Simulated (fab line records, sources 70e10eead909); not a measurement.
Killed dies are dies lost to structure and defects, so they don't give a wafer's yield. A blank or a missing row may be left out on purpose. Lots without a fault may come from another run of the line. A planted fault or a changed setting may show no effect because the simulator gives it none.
fab line records | flow nand_harc | part 2 of 2: steps 30 to 40 of 40
record lots=5 wafers=15 last_day=32
route steps=1302 shown HYBRID_BOND@1239 THIN_TSV@1244
lots that met no fault: from a run of the same line without faults
start_h: hours from the record's first day to the start of the lot's first wafer shown | wait_h: hours since the lot's step before | " the same as in the row above | L1.1+2: a row that stands for several wafers | - no value, or no start given | * or withheld: withheld | < > ~ a bound
route shown NAME@n: a module of which the file shows steps, and the number in the route of the first | usual: mean/standard deviation of fault-free wafers | same: alike in all rows | chamber/n: place in a boat | sites: the reading at each site | _std_site: their standard deviation | _edge_site: outer sites' mean less inner sites' | radius_mm: how far each site lies from the wafer's centre | mask NAME#n: copy n | behind: the tool/chamber that last shaped the wafer | hold: why the lot was held/for how many hours/how that ended | device: the transistor (n, p or np) that didn't switch | end of line: the same wafers' tests at the end of the route | a step without rows: its recipe alone | killed: dies lost to structure and defects at the first sort, not the wafer's yield | map: a wafer's dies, x killed, . not, _ none there
set.NAME: the setting as run; set.NAME@STEP: as run at that earlier step | model.NAME: the simulator's own value behind a step, which no gauge read
lots at some steps of the route; a table a step, a row a wafer
services: from which hour (start_h, from the record's first day; less than 0 if before it) a tool's chamber was out of use, for how many hours, and why
## steps
# step NHARC_THIN_TSV_ETCHBACK_48
# recipe target_depth_a=10285 over_etch_frac=0.3 time_s=405.17 ion_energy_ev=250 c4f8_flow_sccm=withheld ar_flow_sccm=withheld rf_w=600 bias_w=300 chemistry=C4F8/Ar
# usual oes_product_au=0.944/0.026 rf_vpp_V=547/3.3
# columns lot.wafer tool chamber start_h wait_h oes_product_au rf_hours_counter_h rf_vpp_V
L074.2 rie_diel-13 2 559.77 0.4 0.921 1.2 542
L074.4 " 3 " " 0.937 1.3 549
L074.6 " 3 " " 0.930 - 549
L080.3 rie_diel-13 0 610.68 - 0.927 3.8 551
L080.1 " 1 " " 0.925 4.1 550
L080.5 " 3 " " 0.936 - 549
L081.2 rie_diel-13 3 620.04 - 0.929 5.1 548
L081.1 " 0 " " 0.931 4.4 550
L081.6 " 0 " " 0.934 - 550
L082.4 rie_diel-13 2 624.99 - 0.921 5.5 541
L082.2 " 3 " " 0.919 5.4 549
L082.1 " 1 " " 0.929 4.8 548
L095.3 rie_diel-13 3 760.76 - 0.964 2.6 549
L095.1 " 0 " " 0.982 2.6 551
L095.6 " 0 " " 0.993 - 550
# step NHARC_THIN_TSV_STRIP_62
# recipe power_w=1500 temp_c=250 time_s=20 chemistry=N2/H2
# usual drypump_motor_current_A=5.9/0.43 heater_power_w=309/18
# columns lot.wafer tool chamber start_h wait_h drypump_motor_current_A heater_power_w rf_hours_counter_h
L074.2 plasma_asher-01 0 560.15 - 5.4 325 7
L074.4 " 0 " " 5.4 324 -
L074.6 " 0 " " 5.4 327 -
L080.1 plasma_asher-01 0 610.96 - 5.4 329 18
L080.3 " 0 " " 5.4 325 -
L080.5 " 1 " " 5.5 293 -
L081.1 plasma_asher-02 0 620.48 - 6.0 289 2
L081.2 " 1 " " 6.5 331 2
L081.6 " 1 " " 6.5 327 -
L082.2 plasma_asher-01 0 625.35 - 5.4 330 21
L082.1 " 1 " " 5.5 298 21
L082.4 " 0 " " 5.4 317 -
L095.1 plasma_asher-01 0 761.12 - 5.4 320 12
L095.3 " 0 " " 5.4 313 -
L095.6 " 0 " " 5.4 308 -
# step NHARC_THIN_TSV_DEGAS_49
# recipe temp_c=300 time_s=120
# usual heater_power_w=474/44
# columns lot.wafer tool chamber start_h wait_h heater_power_w
L074.4 pvd_sputter-03 - 560.30 0.1 475
L074.2 " - " " 435
L074.6 " - " " 474
L080.1 pvd_sputter-03 - 611.13 0.1 428
L080.3 " - " " 522
L080.5 " - " " 425
L081.2 pvd_sputter-03 - 620.65 0.1 484
L081.1 " - " " 529
L081.6 " - " " 522
L082.2 pvd_sputter-02 - 625.52 0.1 425
L082.1 " - " " 436
L082.4 " - " " 461
L095.3 pvd_sputter-02 - 761.30 0.1 491
L095.1 " - " " 434
L095.6 " - " " 438
# step NHARC_THIN_TSV_PRE_CLEAN_50
# recipe time_s=30 temp_c=280 gas=H2/He
# usual heater_power_w=413/38
# columns lot.wafer tool chamber start_h wait_h heater_power_w
L074.2 pvd_sputter-03 - - - 446
L074.4 " - " " 469
L074.6 " - " " 460
L080.3 pvd_sputter-03 - - - 453
L080.1 " - " " 384
L080.5 " - " " 371
L081.1 pvd_sputter-03 - - - 447
L081.2 " - " " 455
L081.6 " - " " 463
L082.2 pvd_sputter-02 - - - 366
L082.4 " - " " 449
L082.1 " - " " 370
L095.3 pvd_sputter-02 - - - 437
L095.1 " - " " 390
L095.6 " - " " 371
# step NHARC_THIN_TSV_PVD_19
# recipe target_thk_a=200 chamber_pressure_pa=5 material=TaN
# usual throttle_valve_pct=29.8/0.9
# columns lot.wafer tool chamber start_h wait_h throttle_valve_pct
L074.2 pvd_sputter-03 - - - 31.3
L074.4 " - " " 28.8
L074.6 " - " " 30.6
L080.1 pvd_sputter-03 - - - 30.5
L080.3 " - " " 28.9
L080.5 " - " " 29.1
L081.1 pvd_sputter-03 - - - 30.3
L081.2 " - " " 28.6
L081.6 " - " " 30.6
L082.1 pvd_sputter-02 - - - 31.3
L082.4 " - " " 28.9
L082.2 " - " " 29.3
L095.3 pvd_sputter-02 - - - 29.9
L095.1 " - " " 30.7
L095.6 " - " " 29.6
# step NHARC_THIN_TSV_PVD_51
# recipe target_thk_a=1000 chamber_pressure_pa=5 material=Cu
# usual throttle_valve_pct=29.7/0.93
# columns lot.wafer tool chamber start_h wait_h throttle_valve_pct
L074.4 pvd_sputter-03 - - - 30.6
L074.2 " - " " 28.4
L074.6 " - " " 31.5
L080.1 pvd_sputter-03 - - - 31.6
L080.3 " - " " 30.7
L080.5 " - " " 30.2
L081.1 pvd_sputter-03 - - - 29.0
L081.2 " - " " 28.5
L081.6 " - " " 28.9
L082.2 pvd_sputter-02 - - - 29.4
L082.1 " - " " 30.9
L082.4 " - " " 29.1
L095.1 pvd_sputter-02 - - - 29.6
L095.3 " - " " 31.2
L095.6 " - " " 29.7
# step NHARC_THIN_TSV_ECD_20
# recipe target_thk_a=20000 material=Cu
# columns lot.wafer tool chamber start_h wait_h
L074.2+4+6 ecd_cu-02 0,1,1 560.86 -
L080.1+3+5 ecd_cu-02 1 611.70 -
L081.1+2+6 ecd_cu-02 0,1,1 621.11 -
L082.1+2+4 ecd_cu-01 1,0,1 625.98 -
L095.1+3+6 ecd_cu-02 0,1,0 761.85 -
# step NHARC_THIN_TSV_ANNEAL_52
# recipe temp_c=225 time_s=90
# usual wafer_temp_C_max=226.04/0.26
# columns lot.wafer tool chamber start_h wait_h wafer_temp_C_max
L074.2 rtp_anneal-01 0 561.53 0.6 226.01
L074.4 " 0 " " 225.85
L074.6 " 0 " " 226.16
L080.1 rtp_anneal-02 0 612.33 0.5 225.87
L080.3 " 0 " " 225.24
L080.5 " 0 " " 225.54
L081.1 rtp_anneal-02 0 621.83 0.6 226.07
L081.2 " 0 " " 226.01
L081.6 " 0 " " 225.75
L082.1 rtp_anneal-02 0 626.70 0.6 225.98
L082.2 " 0 " " 225.97
L082.4 " 0 " " 225.97
L095.1 rtp_anneal-01 0 762.50 0.6 225.88
L095.3 " 0 " " 225.95
L095.6 " 0 " " 225.84
# step NHARC_THIN_TSV_CMP_21
# recipe t_overpolish_s=30 target_thk_nm=2000
# usual motor_current_A=11.8/1.1 overpolish_run_s=30.000/0.0096
# columns lot.wafer tool chamber start_h wait_h motor_current_A overpolish_run_s
L074.4 cmp-04 3 561.83 - 11.5 29.982
L074.2 " 2 " " 13.3 29.991
L074.6 " 0 " " 12.4 30.011
L080.1 cmp-01 3 612.73 - 11.6 30.015
L080.3 " 0 " " 11.3 30.002
L080.5 " 2 " " 11.2 30.026
L081.1 cmp-04 0 622.21 - 11.7 29.994
L081.2 " 2 " " 12.9 29.998
L081.6 " 0 " " 12.1 29.994
L082.1 cmp-04 0 627.05 - 12.9 29.999
L082.2 " 1 " " 9.7 29.987
L082.4 " 3 " " 11.3 29.993
L095.3 cmp-04 2 762.84 - 13.6 30.008
L095.1 " 1 " " 9.9 29.995
L095.6 " 2 " " 13.1 29.988
# step NHARC_THIN_TSV_SRD_23
# columns lot.wafer tool chamber start_h wait_h
L074.4+2+6 wet_bench-08 6,1,2 562.20 0.0
L080.1+3+5 wet_bench-10 0,3,4 613.04 0.0
L081.2+1+6 wet_bench-10 3,4,5 622.55 0.0
L082.2+1+4 wet_bench-10 7,2,3 627.41 0.0
L095.3+1+6 wet_bench-08 0,2,3 763.21 0.0
# step NHARC_THIN_TSV_DEGAS_53
# recipe temp_c=300 time_s=60
# usual heater_power_w=479/47
# columns lot.wafer tool chamber start_h wait_h heater_power_w
L074.4 pvd_sputter-02 - 562.30 0.1 507
L074.2 " - " " 413
L074.6 " - " " 502
L080.1 pvd_sputter-03 - 613.14 0.1 422
L080.3 " - " " 476
L080.5 " - " " 515
L081.2 pvd_sputter-01 - 622.63 0.1 583
L081.1 " - " " 443
L081.6 " - " " 567
L082.1 pvd_sputter-02 - 627.50 0.1 509
L082.2 " - " " 421
L082.4 " - " " 458
L095.1 pvd_sputter-03 - 763.32 0.1 542
L095.3 " - " " 529
L095.6 " - " " 424
## services
# columns tool chamber start_h hours kind
pvd_sputter-03 - 526.00 10.0 pm
wet_bench-08 - 531.31 0.8 repair
pecvd-04 - 546.50 3.0 repair
pvd_sputter-02 - 552.19 0.9 repair
pecvd-04 0 552.80 10.3 repair
cmp-04 - 555.90 2.0 repair
litho_track-02 - 577.00 7.0 pm
pvd_sputter-02 - 577.88 2.5 repair
wet_bench-10 - 600.21 3.2 repair
litho_track-07 - 601.02 7.0 pm
litho_track-03 - 625.02 7.0 pm
pvd_sputter-02 - 633.29 8.0 repair
pvd_sputter-02 - 641.34 10.0 pm
wet_bench-08 - 646.50 8.0 pm
plasma_asher-01 - 654.31 7.9 repair
wet_bench-10 - 663.20 8.0 pm
rie_diel-13 1 667.45 7.2 repair
wet_bench-08 - 682.66 2.2 repair
pvd_sputter-02 - 684.56 1.8 repair
plasma_asher-01 - 696.00 9.0 pm
rie_diel-13 - 696.00 9.0 pm
pvd_sputter-03 - 704.00 10.0 pm
pvd_sputter-02 - 750.85 1.4 repair
litho_track-02 - 752.00 7.0 pm
